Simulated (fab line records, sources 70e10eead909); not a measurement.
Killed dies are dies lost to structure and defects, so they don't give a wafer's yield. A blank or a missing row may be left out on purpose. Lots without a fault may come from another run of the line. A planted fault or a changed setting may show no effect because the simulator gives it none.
Which tool did it? | flow nand_harc | 15 lots, 45 wafers sampled, at 4 steps of a route of 1159

WHAT THE GAUGES READ, wafer by wafer
The record holds no reading of a measuring or inspecting step that can be judged against a usual standard deviation.

WHICH TOOL RAN EACH LOT (tool, then ch and the chambers of the sampled wafers, then the start)
lot  | NHARC_A_STAIRCASE_TRIM_231                    | NHARC_A_STAIRCASE_DEVELOP_288     | NHARC_A_STAIRCASE_HM_DEP_462  | NHARC_A_STAIRCASE_DEP_301
L700 | rie_diel-11 ch 0,1,3, day 12 11:00 or earlier | litho_track-03 ch 0, day 12 11:00 | acl_dep-03 ch 0, day 12 15:34 | pecvd-04 ch 1,2, day 12 17:10
L703 | rie_diel-05 ch 0,1,3, day 12 16:00 or earlier | litho_track-02 ch 0, day 12 16:00 | acl_dep-02 ch 0, day 12 20:20 | pecvd-02 ch 0,1, day 12 22:13
L702 | rie_diel-11 ch 1,2,3, day 12 17:00 or earlier | litho_track-02 ch 0, day 12 17:00 | acl_dep-03 ch 0, day 12 20:32 | pecvd-01 ch 0,1, day 12 22:23
L704 | rie_diel-02 ch 1,2,3, day 13 13:00 or earlier | litho_track-02 ch 0, day 13 13:00 | acl_dep-01 ch 0, day 13 18:34 | pecvd-02 ch 0,1,2, day 13 20:06
L705 | rie_diel-02 ch 0,2,3, day 13 15:00 or earlier | litho_track-05 ch 0, day 13 15:00 | acl_dep-01 ch 0, day 13 20:41 | pecvd-02 ch 1,2, day 13 22:00
L706 | rie_diel-02 ch 0,1,3, day 13 20:00 or earlier | litho_track-02 ch 0, day 13 20:00 | acl_dep-03 ch 0, day 14 00:05 | pecvd-04 ch 1,2, day 14 02:27
L708 | rie_diel-05 ch 0,2, day 14 02:00 or earlier   | litho_track-05 ch 0, day 14 02:00 | acl_dep-02 ch 0, day 14 05:38 | pecvd-02 ch 0,2, day 14 07:15
L710 | rie_diel-05 ch 0,2,3, day 14 11:00 or earlier | litho_track-03, day 14 11:00      | acl_dep-01 ch 0, day 14 14:28 | pecvd-02 ch 0,1, day 14 15:47
L709 | rie_diel-05 ch 0,1,2, day 15 03:00 or earlier | litho_track-05, day 15 03:00      | acl_dep-01 ch 0, day 15 06:46 | pecvd-04 ch 0,1,2, day 15 08:37
L712 | rie_diel-05 ch 0,2,3, day 15 06:00 or earlier | litho_track-05, day 15 06:00      | acl_dep-01 ch 0, day 15 10:49 | pecvd-01 ch 0,1, day 15 12:06
L711 | rie_diel-11 ch 0,1, day 15 07:00 or earlier   | litho_track-05 ch 0, day 15 07:00 | acl_dep-02 ch 0, day 15 10:52 | pecvd-04 ch 0,2, day 15 12:48
L715 | rie_diel-11 ch 0,1, day 15 20:00 or earlier   | litho_track-05 ch 0, day 15 20:00 | acl_dep-01 ch 0, day 16 00:32 | pecvd-02 ch 0,1, day 16 02:29
L718 | rie_diel-05 ch 1,2,3, day 16 10:00 or earlier | litho_track-03 ch 0, day 16 10:00 | acl_dep-03 ch 0, day 16 13:52 | pecvd-01 ch 0,1, day 16 15:29
L719 | rie_diel-11 ch 0,1, day 17 00:00 or earlier   | litho_track-03 ch 0, day 17 00:00 | acl_dep-03 ch 0, day 17 03:34 | pecvd-01 ch 0,1, day 17 05:25
L720 | rie_diel-11 ch 0,1, day 17 15:00 or earlier   | litho_track-02 ch 0, day 17 15:00 | acl_dep-03 ch 0, day 17 19:47 | pecvd-01 ch 0,1,2, day 17 21:40
- NHARC_A_STAIRCASE_TRIM_231: chemistry O2, time 211.2 s.
- NHARC_A_STAIRCASE_DEVELOP_288: time 140 s.
- NHARC_A_STAIRCASE_HM_DEP_462: deposits aC, target thk 800 nm.
- NHARC_A_STAIRCASE_DEP_301: deposits SiON, target thk 30 nm.

WHAT THE TOOLS THEMSELVES READ (means of the sampled wafers that have a number; where no wafer has one, the mark that the record gives instead)
NHARC_A_STAIRCASE_TRIM_231. Usual: drypump_motor_current_A 5.68 A, standard deviation 0.27; o2_flow_sccm 500.0 sccm, standard deviation 1.4; oes_product_au 1.000 a.u., standard deviation 0.01; rf_vpp_V 57.5 V, standard deviation 0.9; showerhead_plenum_p_Torr 3.46 Torr, standard deviation 0.14; throttle_valve_pct 17.036 %, standard deviation 0.0094.
lot  | tool        | drypump_motor_current_A (A) | o2_flow_sccm (sccm) | oes_product_au (a.u.) | rf_vpp_V (V) | showerhead_plenum_p_Torr (Torr) | throttle_valve_pct (%) | flag
L700 | rie_diel-11 | 5.71                        | 499.5               | 0.995                 | 57.9         | 3.46                            | 17.032                 |
L703 | rie_diel-05 | 5.62                        | 498.6               | 0.990                 | 57.7         | 3.55                            | 17.034                 |
L702 | rie_diel-11 | 5.67                        | 498.1               | 0.995                 | 57.2         | 3.46                            | 17.034                 |
L704 | rie_diel-02 | 5.84                        | 500.9               | 1.007                 | 57.4         | 3.46                            | 17.040                 |
L705 | rie_diel-02 | 5.56                        | 500.5               | 1.008                 | 56.9         | 3.39                            | 17.037                 |
L706 | rie_diel-02 | 5.60                        | 499.2               | 1.012                 | 57.1         | 3.44                            | 17.035                 |
L708 | rie_diel-05 | 5.58                        | 499.2               | 0.986                 | 58.1         | 3.44                            | 17.038                 |
L710 | rie_diel-05 | 5.56                        | 500.6               | 0.993                 | 57.7         | 3.53                            | 17.032                 |
L709 | rie_diel-05 | 5.59                        | 500.2               | 0.996                 | 57.6         | 3.52                            | 17.032                 |
L712 | rie_diel-05 | 5.56                        | 500.6               | 0.992                 | 57.3         | 3.53                            | 17.040                 |
L711 | rie_diel-11 | 5.79                        | 500.0               | 1.005                 | 57.4         | 3.33                            | 17.030                 |
L715 | rie_diel-11 | 5.95                        | 501.1               | 0.999                 | 57.7         | 3.34                            | 17.046                 |
L718 | rie_diel-05 | 5.59                        | 499.9               | 0.998                 | 58.2         | 3.60                            | 17.034                 |
L719 | rie_diel-11 | 5.78                        | 500.1               | 1.002                 | 57.8         | 3.33                            | 17.026                 |
L720 | rie_diel-11 | 5.79                        | 500.1               | 1.004                 | 57.1         | 3.32                            | 17.033                 |

NHARC_A_STAIRCASE_DEVELOP_288. Usual: chill_plate_temp_C 22.99 C, standard deviation 0.096; exhaust_pa 45.0 Pa, standard deviation 0.83.
lot  | tool           | chill_plate_temp_C (C) | exhaust_pa (Pa) | flag
L700 | litho_track-03 | 22.98                  | 44.8            |
L703 | litho_track-02 | 22.91                  | 45.4            |
L702 | litho_track-02 | 23.03                  | 46.2            |
L704 | litho_track-02 | 23.03                  | 45.7            |
L705 | litho_track-05 | 22.82                  | 44.3            |
L706 | litho_track-02 | 23.02                  | 44.1            |
L708 | litho_track-05 | 23.05                  | 45.5            |
L710 | litho_track-03 | -                      | -               | OFF
L709 | litho_track-05 | -                      | -               | OFF
L712 | litho_track-05 | -                      | -               | OFF
L711 | litho_track-05 | 22.92                  | 44.9            |
L715 | litho_track-05 | 22.99                  | 45.5            |
L718 | litho_track-03 | 23.12                  | 44.5            |
L719 | litho_track-03 | 23.01                  | 45.0            |
L720 | litho_track-02 | 23.02                  | 44.8            |

NHARC_A_STAIRCASE_HM_DEP_462. Usual: throttle_valve_pct 34.999 %, standard deviation 0.0097.
lot  | tool       | throttle_valve_pct (%) | flag
L700 | acl_dep-03 | 34.986                 |
L703 | acl_dep-02 | 35.008                 |
L702 | acl_dep-03 | 34.989                 |
L704 | acl_dep-01 | 34.999                 |
L705 | acl_dep-01 | 34.988                 |
L706 | acl_dep-03 | 35.005                 |
L708 | acl_dep-02 | 34.999                 |
L710 | acl_dep-01 | 34.989                 |
L709 | acl_dep-01 | 35.000                 |
L712 | acl_dep-01 | 35.002                 |
L711 | acl_dep-02 | 35.006                 |
L715 | acl_dep-01 | 35.006                 |
L718 | acl_dep-03 | 35.009                 |
L719 | acl_dep-03 | 34.986                 |
L720 | acl_dep-03 | 34.995                 |

NHARC_A_STAIRCASE_DEP_301. Usual: heater_power_w 789 W, standard deviation 66.
lot  | tool     | heater_power_w (W) | flag
L700 | pecvd-04 | 859                |
L703 | pecvd-02 | 710                |
L702 | pecvd-01 | 792                |
L704 | pecvd-02 | 756                |
L705 | pecvd-02 | 786                |
L706 | pecvd-04 | 892                |
L708 | pecvd-02 | 698                |
L710 | pecvd-02 | 753                |
L709 | pecvd-04 | 819                |
L712 | pecvd-01 | 778                |
L711 | pecvd-04 | 827                |
L715 | pecvd-02 | 722                |
L718 | pecvd-01 | 730                |
L719 | pecvd-01 | 731                |
L720 | pecvd-01 | 765                |

THE ANSWER, worked out from the rows above alone
Rule: a lot is off if the mean of its wafers that have a number lies more than 3 standard deviations from the usual mean. A lot without any number at a reading at which 4 lots or more have one is off too. The other lots that the step has rows for count as sound. The gauges are gone through in route order, then the tools' own readings, and for those a lot's mean is taken as printed above. The first step at which some lot is off is used, and at that step the reading that is off furthest; a lot without a number counts as furthest.
Off: L710, L709, L712, at NHARC_A_STAIRCASE_DEVELOP_288 (chill_plate_temp_C). Without a number there: L710, L709, L712.
A tool fits if, at that step or a process step before it, it ran every lot that is off, and no sound lot after the first of them. NHARC_A_STAIRCASE_TRIM_231 gives no start for some lots, so the hours and the order of its lots are those of NHARC_A_STAIRCASE_DEVELOP_288. None of those tried fits.

WHAT THE SIMULATOR HAD PUT IN
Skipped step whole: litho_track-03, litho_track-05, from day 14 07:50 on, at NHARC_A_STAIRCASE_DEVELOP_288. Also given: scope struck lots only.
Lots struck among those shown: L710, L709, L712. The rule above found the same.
